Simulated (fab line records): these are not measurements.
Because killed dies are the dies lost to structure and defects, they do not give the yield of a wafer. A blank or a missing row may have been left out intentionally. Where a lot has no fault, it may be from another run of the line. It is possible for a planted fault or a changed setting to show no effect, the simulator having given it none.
Lot-split experiment    flow n5-finfet    39 wafers read from 7 lots, route of 1938 steps

THE SPLIT ITSELF
At N5_FIN_SAQP_ETCH_34 (etches SiO2 in C4F6/O2, target depth 45 nm, time 15 s), the setting source-w was moved away from the recipe's 345 W on 9 of the 39 wafers read, by -6.8% to +19.2%. All remaining wafers had this setting at the recipe value.

The split's own step is where the reading is taken.

THE READING
rf-vpp-V, in V, at N5_FIN_SAQP_ETCH_34 (etches SiO2 in C4F6/O2, target depth 45 nm, time 15 s). Typical for fault-free wafers on this fab line: 668 V, with standard deviation 6.3 V.

wafer   tool, chamber at the split  source-w as run, W  against the recipe  rf-vpp-V, V  against lot-mates on the recipe
L075.1  rie-diel-04, 3              345                 recipe              672          -
L075.2  rie-diel-04, 1              411.2               +19.2%              613          -59
L075.3  rie-diel-04, 2              411.2               +19.2%              614          -58
L075.4  rie-diel-04, 1              345                 recipe              672          -
L075.5  rie-diel-04, 3              411.2               +19.2%              614          -58
L075.6  rie-diel-04, 2              345                 recipe              673          -
L081.1  rie-diel-05, 2              345                 recipe              665          -
L081.2  rie-diel-05, 1              345                 recipe              675          -
L081.3  rie-diel-05, 0              345                 recipe              655          -
L084.1  rie-diel-05, 3              345                 recipe              670          -
L084.2  rie-diel-05, 0              345                 recipe              654          -
L084.3  rie-diel-05, 1              345                 recipe              675          -
L084.4  rie-diel-05, 2              345                 recipe              665          -
L084.5  rie-diel-05, 3              345                 recipe              671          -
L084.6  rie-diel-05, 2              345                 recipe              667          -
L086.1  rie-diel-06, 1              345                 recipe              665          -
L086.2  rie-diel-06, 2              324.9               -5.8%               684          +20
L086.3  rie-diel-06, 3              324.9               -5.8%               683          +19
L086.4  rie-diel-06, 2              345                 recipe              663          -
L086.5  rie-diel-06, 1              324.9               -5.8%               686          +22
L086.6  rie-diel-06, 3              345                 recipe              663          -
L087.1  rie-diel-04, 2              345                 recipe              672          -
L087.2  rie-diel-04, 3              345                 recipe              671          -
L087.3  rie-diel-04, 0              345                 recipe              682          -
L087.4  rie-diel-04, 1              345                 recipe              669          -
L087.5  rie-diel-04, 1              345                 recipe              670          -
L087.6  rie-diel-04, 0              345                 recipe              684          -
L095.1  rie-diel-05, 2              345                 recipe              665          -
L095.2  rie-diel-05, 3              345                 recipe              667          -
L095.3  rie-diel-05, 1              321.4               -6.8%               699          +30
L095.4  rie-diel-05, 0              321.4               -6.8%               691          +22
L095.5  rie-diel-05, 1              345                 recipe              676          -
L095.6  rie-diel-05, 2              321.4               -6.8%               690          +21
L096.1  rie-diel-04, 3              345                 recipe              670          -
L096.2  rie-diel-04, 2              345                 recipe              671          -
L096.3  rie-diel-04, 0              345                 recipe              682          -
L096.4  rie-diel-04, 1              345                 recipe              669          -
L096.5  rie-diel-04, 2              345                 recipe              671          -
L096.6  rie-diel-04, 3              345                 recipe              671          -

FIT RESULTS
A straight line over all 39 wafers: rf-vpp-V changes by -2.95 V for each +1% of source-w; r = -0.94; the points scatter about the line by 6.2 V.
The same after taking each lot's own level away (the mean of its wafers on the recipe; 39 wafers): -3.15 V for each +1%; r = -0.97; scatter 5.1 V.
On that fit, the largest move of source-w shifts the reading by 60 V.
Measured against the standard deviation above, the lots' own levels, which go from 663.7 to 674.7 V, span 1.7 times it.
Hence the lot-to-lot level has little effect on the slope; both slopes agree.
Check: with one of the wafers moved furthest among these (+19.2%) left out of the fit, the line predicts -60.2 V for it against its lot-mates. It came out at -59.3 V against them.
Tool readings at the split's step, against how far the setting was moved: rf-vpp-V r = -0.94.

THE FILE'S OWN FIT
rf-vpp-V changes by -3.13 V for each +1% of source-w, r = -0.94.
